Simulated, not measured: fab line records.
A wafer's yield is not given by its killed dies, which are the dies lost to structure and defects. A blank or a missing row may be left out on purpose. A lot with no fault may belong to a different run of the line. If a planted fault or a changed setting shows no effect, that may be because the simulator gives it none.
Matching of chambers / flow n5-finfet / 4 sister chambers for N5_BEOL_M3_STRIP_19 on rie-diel-02
The step strips in O2. 4 wafers are shown with their chamber, then 9 later ones without.

## WAFERS PAIRED WITH THEIR CHAMBERS
wafer=L083.4; chamber=2; showerhead-plenum-p-Torr (Torr)=2.05
wafer=L087.1; chamber=0; showerhead-plenum-p-Torr (Torr)=1.93
wafer=L087.2; chamber=1; showerhead-plenum-p-Torr (Torr)=2.05
wafer=L087.3; chamber=3; showerhead-plenum-p-Torr (Torr)=2.10

## WAFERS WITH NO CHAMBER GIVEN
wafer=L093.1; showerhead-plenum-p-Torr (Torr)=2.09
wafer=L093.4; showerhead-plenum-p-Torr (Torr)=2.05
wafer=L093.6; showerhead-plenum-p-Torr (Torr)=2.05
wafer=L092.1; showerhead-plenum-p-Torr (Torr)=2.10
wafer=L092.4; showerhead-plenum-p-Torr (Torr)=2.05
wafer=L092.5; showerhead-plenum-p-Torr (Torr)=1.93
wafer=L095.2; showerhead-plenum-p-Torr (Torr)=1.92
wafer=L095.4; showerhead-plenum-p-Torr (Torr)=2.05
wafer=L095.5; showerhead-plenum-p-Torr (Torr)=2.04

## WHICH CHAMBER EACH ONE RAN IN
wafer=L093.1; from the rows above=3; in truth=3
wafer=L093.4; from the rows above=can't be placed: 1 or 2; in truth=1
wafer=L093.6; from the rows above=can't be placed: 1 or 2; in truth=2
wafer=L092.1; from the rows above=3; in truth=3
wafer=L092.4; from the rows above=can't be placed: 1 or 2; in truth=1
wafer=L092.5; from the rows above=0; in truth=0
wafer=L095.2; from the rows above=0; in truth=0
wafer=L095.4; from the rows above=can't be placed: 1 or 2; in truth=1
wafer=L095.5; from the rows above=can't be placed: 1 or 2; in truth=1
Placed correctly: 4 of 9. Cannot be placed on the basis of these rows: 5; the candidates contain the true chamber in 5. Wrongly placed: 0.
How it was worked out, from the rows above alone: a wafer's distance from a chamber is the root of the sum, over the readings, of the square of ((its reading less the chamber's mean) divided by the reading's scatter). If the next closest chamber is less than 2 further off than the closest, the wafer can't be placed; otherwise it belongs to the closest. For every chamber, the mean is computed from those of its wafers that are shown. The scatter (one wafer shown for each chamber): square how far every hidden wafer sits from the nearest shown wafer, average those squares and take the square root.
